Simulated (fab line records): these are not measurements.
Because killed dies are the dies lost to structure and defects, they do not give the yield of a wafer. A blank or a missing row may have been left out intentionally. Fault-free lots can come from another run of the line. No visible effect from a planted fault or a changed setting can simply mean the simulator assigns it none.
Which tool did it? | flow nand_harc | Sampling: 7 lots, 21 wafers, 2 of 1302 route steps

== WHAT EACH GAUGE READ, for each wafer ==
NHARC_A_ONON_D2_THK_MEAS_08: measures by ellipsometry.
lot  | measured     | on            | thk_nm (nm)
L824 | day 13 06:20 | film_metro-01 | 992 993 993
L828 | day 14 08:28 | film_metro-01 | 994 993 993
L832 | day 15 20:16 | film_metro-02 | 991 991 988
L834 | day 16 15:11 | film_metro-01 | 981 980 980
L838 | day 18 08:37 | film_metro-02 | 636 992 637
L842 | day 19 18:38 | film_metro-02 | 985 986 629
L847 | day 21 20:13 | film_metro-01 | 1030 1029 1029

== WHICH TOOL RAN EACH LOT (tool, then ch and the chambers of the sampled wafers, then the start) ==
lot  | NHARC_A_ONON_D2_DEP_06
L824 | pecvd_onon-04 ch 0, day 13 06:00
L828 | pecvd_onon-01 ch 0, day 14 08:01
L832 | pecvd_onon-01 ch 0, day 15 19:45
L834 | pecvd_onon-04 ch 0, day 16 14:47
L838 | pecvd_onon-04 ch 0, day 18 08:10
L842 | pecvd_onon-04 ch 0, day 19 18:07
L847 | pecvd_onon-02 ch 0, day 21 19:42
- NHARC_A_ONON_D2_DEP_06: target thk 1000 nm.

== THE ANSWER, worked out from the rows above alone ==
Rule: usual is defined by the lots themselves. Put in order of their means at a reading, lots are off if they are a third of the lots or fewer, leave a main group of 4 or more, and stand apart from it by a gap of 3 or more times the standard deviation of the main group's means; of several such gaps the widest counts. The tables above print the reading to a certain number of digits; a main group whose means all agree to those digits is not used. Also off: a lot with no number at a reading for which 4 or more lots have one. The other lots that the step has rows for count as sound.
Off: L838, L842 (NHARC_A_ONON_D2_THK_MEAS_08, thk_nm). Mean 997 nm and standard deviation 17 in the main group.
If a tool, at a process step before that reading, ran all the lots that are off and no sound lot after the first of them, it fits. Those tools and the gauges at NHARC_A_ONON_D2_THK_MEAS_08 are tried in the same way. 2 tools fit, pecvd_onon-04 at NHARC_A_ONON_D2_DEP_06 and film_metro-02 at NHARC_A_ONON_D2_THK_MEAS_08, so this cannot tell which one it is.

== WHAT WAS PUT IN BY THE SIMULATOR ==
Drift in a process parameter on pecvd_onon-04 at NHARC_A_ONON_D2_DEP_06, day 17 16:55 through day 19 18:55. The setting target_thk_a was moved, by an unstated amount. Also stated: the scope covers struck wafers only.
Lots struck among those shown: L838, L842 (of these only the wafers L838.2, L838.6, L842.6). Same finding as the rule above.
